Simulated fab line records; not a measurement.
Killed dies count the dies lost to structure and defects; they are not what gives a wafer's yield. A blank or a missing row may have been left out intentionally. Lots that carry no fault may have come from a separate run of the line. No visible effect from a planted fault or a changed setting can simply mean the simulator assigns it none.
Matching of chambers + flow nand_harc + NHARC_THIN_TSV_DEP_43 on pecvd-03 has 3 sister chambers
The step deposits SiO2, target thk 1328.5 nm. 14 wafers are shown with their chamber, then 7 later ones without.

## WAFERS WITH THEIR CHAMBER
| wafer  | chamber | throttle_valve_pct (%) |
|--------|---------|------------------------|
| L880.3 | 1       | 15.6                   |
| L880.5 | 2       | 15.6                   |
| L880.6 | 1       | 15.5                   |
| L883.1 | 1       | 15.4                   |
| L883.3 | 2       | 14.9                   |
| L883.4 | 1       | 15.6                   |
| L885.1 | 1       | 15.7                   |
| L885.2 | 2       | 14.9                   |
| L885.6 | 0       | 16.4                   |
| L886.1 | 1       | 15.8                   |
| L886.4 | 0       | 16.5                   |
| L886.5 | 2       | 15.4                   |
| L895.2 | 2       | 15.5                   |
| L895.4 | 2       | 15.7                   |

SIGNATURES (means of the wafers above)
| reading            | chamber 0 | chamber 1 | chamber 2 | scatter within a chamber |
|--------------------|-----------|-----------|-----------|--------------------------|
| throttle_valve_pct | 16.450    | 15.600    | 15.333    | 0.256                    |
Rule: a wafer lies at a distance from a chamber equal to the root of the sum of squares, over the readings, of (its reading less the chamber's mean, divided by the reading's scatter). If the next closest chamber is less than 2 further off than the closest, the wafer can't be placed; otherwise it belongs to the closest. The scatter: the root of (the sum of the squares of (reading less its chamber's mean) over the shown wafers, divided by (wafers less chambers)).

## WAFERS WHOSE CHAMBER IS MISSING
| wafer  | throttle_valve_pct (%) |
|--------|------------------------|
| L895.5 | 16.7                   |
| L897.1 | 16.5                   |
| L897.5 | 16.8                   |
| L897.6 | 15.3                   |
| L899.1 | 15.3                   |
| L899.2 | 15.3                   |
| L899.3 | 16.9                   |

## THE CHAMBER EACH PASSED THROUGH
| wafer  | from the rows above     | in truth |
|--------|-------------------------|----------|
| L895.5 | 0                       | 0        |
| L897.1 | 0                       | 0        |
| L897.5 | 0                       | 0        |
| L897.6 | can't be placed: 2 or 1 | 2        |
| L899.1 | can't be placed: 2 or 1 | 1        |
| L899.2 | can't be placed: 2 or 1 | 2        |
| L899.3 | 0                       | 0        |
Correct placement for 4 of the 7. Cannot be placed on the basis of these rows: 3; the candidates contain the true chamber in 3. Placed wrongly: 0.
